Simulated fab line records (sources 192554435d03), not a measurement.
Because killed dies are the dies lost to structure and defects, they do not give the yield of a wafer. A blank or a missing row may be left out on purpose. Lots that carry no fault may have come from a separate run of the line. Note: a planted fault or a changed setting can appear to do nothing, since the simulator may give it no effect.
Code-filled problem report in 8D (eight disciplines) form || flow n5_finfet || the parts of the form that need people (team, actions taken, sign-off) are left out

## 1. WHAT WENT WRONG
At N5_SD_EPI_P_ETCH_36, etch_rf_on_time_s averages 148.5 s over 3 wafers from 3 lots, while fault-free wafers read 76.2 s, standard deviation 1.6. That puts it +45 standard deviations away from the usual mean.
The step: etches SiARC in CF4, target depth 45.5 nm, time 75.8 s.
First observed at day 6 20:22: wafer L741.5, on rie_diel-05. Wafers with a number at this step in the record: 30, from 10 lots. The rule behind "out" and "out of limits": a value lying over 4 standard deviations away from the usual mean. The rest of the wafers with a number are treated as sound.

## 2. WHAT IT IS; WHAT IT IS NOT
{"question": "which readings at this step", "is": "etch_rf_on_time_s", "is not": "drypump_motor_current_A, oes_product_au, showerhead_plenum_p_Torr, throttle_valve_pct"}
{"question": "which lots", "is": "L741, L742, L744", "is not": "L730, L732, L733, L734, L745, L749, L750"}
{"question": "which wafers of those lots", "is": "L741.5, L742.4, L744.4", "is not": "L741.2, L741.3, L742.1, L742.2, L744.1, L744.3"}
{"question": "read on which tools", "is": "rie_diel-05", "is not": "rie_diel-02, rie_diel-04"}
{"question": "when", "is": "from day 6 20:22", "is not": "up to then (14 sound wafers); but 13 sound wafers of L742, L744, L745, L749, L750 came after"}

## 3. SUSPECTS, AND WHAT RULES EACH OUT
Counting: if a tool at a process step up to the reading ran every lot that is out, it stays a suspect. Sound lots after the first of them don't rule it out here, since some wafers of a struck lot are sound.
- rie_diel-05 at N5_SD_EPI_P_ETCH_36 (etches SiARC in CF4, target depth 45.5 nm, time 75.8 s): kept. It processed each lot that is out (first: L741, day 6 20:22); up to then, its last sound lot is L734 (day 5 05:00). Out on those wafers are its own readings of etch_rf_on_time_s.
Remaining after the count: rie_diel-05 at N5_SD_EPI_P_ETCH_36.

## 4. THE CAUSE (what the simulator had put in)
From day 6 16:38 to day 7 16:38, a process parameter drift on rie_diel-05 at N5_SD_EPI_P_ETCH_36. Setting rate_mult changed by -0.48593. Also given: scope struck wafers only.
Counting left only this tool.

## 5. THE CHAIN OF EFFECTS, in route order
One row per reading whose mean, taken over the struck wafers that have a number, lies over 3 standard deviations from the usual. Only readings for which the record gives a usual standard deviation are gone through. hours: the time from each lot's start at the first step in this table that gives one to its start at this step, as a median over the lots. sigmas: the change in usual standard deviations.
{"hours": 0, "step": "N5_SD_EPI_P_ETCH_36", "reading": "etch_rf_on_time_s", "usual": "76.2 s", "on struck wafers": 148.5, "change": "+72.3", "sigmas": "+45"}
It contains these process steps:
- N5_SD_EPI_P_ETCH_36: etches SiARC in CF4, target depth 45.5 nm, time 75.8 s.
Later steps that measure or inspect, where all struck wafers having a row at the step show a number for every such reading and not one has moved that far: N5_SD_EPI_P_EPI_MEAS_23, N5_BEOL_M4_RC_MEAS_101.

## 6. HOW IT WOULD HAVE BEEN CAUGHT EARLIER
In this record the first reading out of limits was taken at day 6 20:22, 4 hours after the fault began at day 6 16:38.
